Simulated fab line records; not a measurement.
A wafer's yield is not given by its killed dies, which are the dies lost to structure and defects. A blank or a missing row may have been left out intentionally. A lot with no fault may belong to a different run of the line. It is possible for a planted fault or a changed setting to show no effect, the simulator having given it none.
Matching of chambers	flow n5 finfet	N5_BEOL_M5_DESCUM_16 on rie diel-01: 4 sister chambers
The step chemistry O2, time 7 s. 18 wafers are shown with their chamber, then 9 later ones without.

== WAFERS WITH THEIR CHAMBER ==
wafer	chamber	drypump motor current A (A)	showerhead plenum p Torr (Torr)	throttle valve pct (%)
L075.3	3	5.6	2.17	20.16
L075.4	1	5.8	2.03	20.08
L075.6	1	5.8	2.03	20.09
L077.1	2	5.2	2.02	20.34
L077.2	0	4.9	2.06	20.03
L077.3	3	5.6	2.17	20.19
L080.3	1	5.8	2.03	20.11
L080.4	0	4.9	2.06	20.04
L080.6	2	5.2	2.02	20.36
L082.2	1	5.8	2.03	20.10
L082.3	0	5.0	2.06	20.05
L082.6	0	4.9	2.06	20.05
L085.1	2	5.2	2.02	20.35
L085.3	1	5.8	2.02	20.13
L085.4	2	5.2	2.02	20.36
L088.2	2	5.2	2.01	20.40
L088.5	3	5.6	2.16	20.21
L088.6	2	5.2	2.01	20.38

SIGNATURES, as means of the wafers listed above
reading	chamber 0	chamber 1	chamber 2	chamber 3	scatter within a chamber
drypump motor current A	4.925	5.800	5.200	5.600	0.0231
showerhead plenum p Torr	2.0600	2.0280	2.0167	2.1667	0.00447
throttle valve pct	20.0425	20.1020	20.3650	20.1867	0.0196
Rule: for each reading, subtract the chamber's mean from the wafer's reading, divide by that reading's scatter and square the result; add these up over the readings and take the root, which gives the wafer's distance from the chamber. If the next closest chamber is less than 2 further off than the closest, the wafer can't be placed; otherwise it belongs to the closest. How the scatter is found: for the shown wafers, subtract from each reading the mean of its chamber, square and add these, divide the total by (wafers less chambers), then take the root.

== WAFERS MISSING THEIR CHAMBER ==
wafer	drypump motor current A (A)	showerhead plenum p Torr (Torr)	throttle valve pct (%)
L091.2	5.6	2.16	20.21
L091.5	5.8	2.02	20.16
L091.6	5.2	2.01	20.39
L096.3	4.9	2.05	20.08
L096.4	4.9	2.05	20.09
L096.6	5.2	2.01	20.41
L097.2	5.0	2.05	20.10
L097.3	5.6	2.16	20.24
L097.5	5.0	2.05	20.09

== THE CHAMBER EACH PASSED THROUGH ==
wafer	from the rows above	in truth
L091.2	3	3
L091.5	1	1
L091.6	2	2
L096.3	0	0
L096.4	0	0
L096.6	2	2
L097.2	0	0
L097.3	3	3
L097.5	0	0
Placed correctly: 9 of 9. Left unplaced by these rows: 0. 0 placed wrongly.
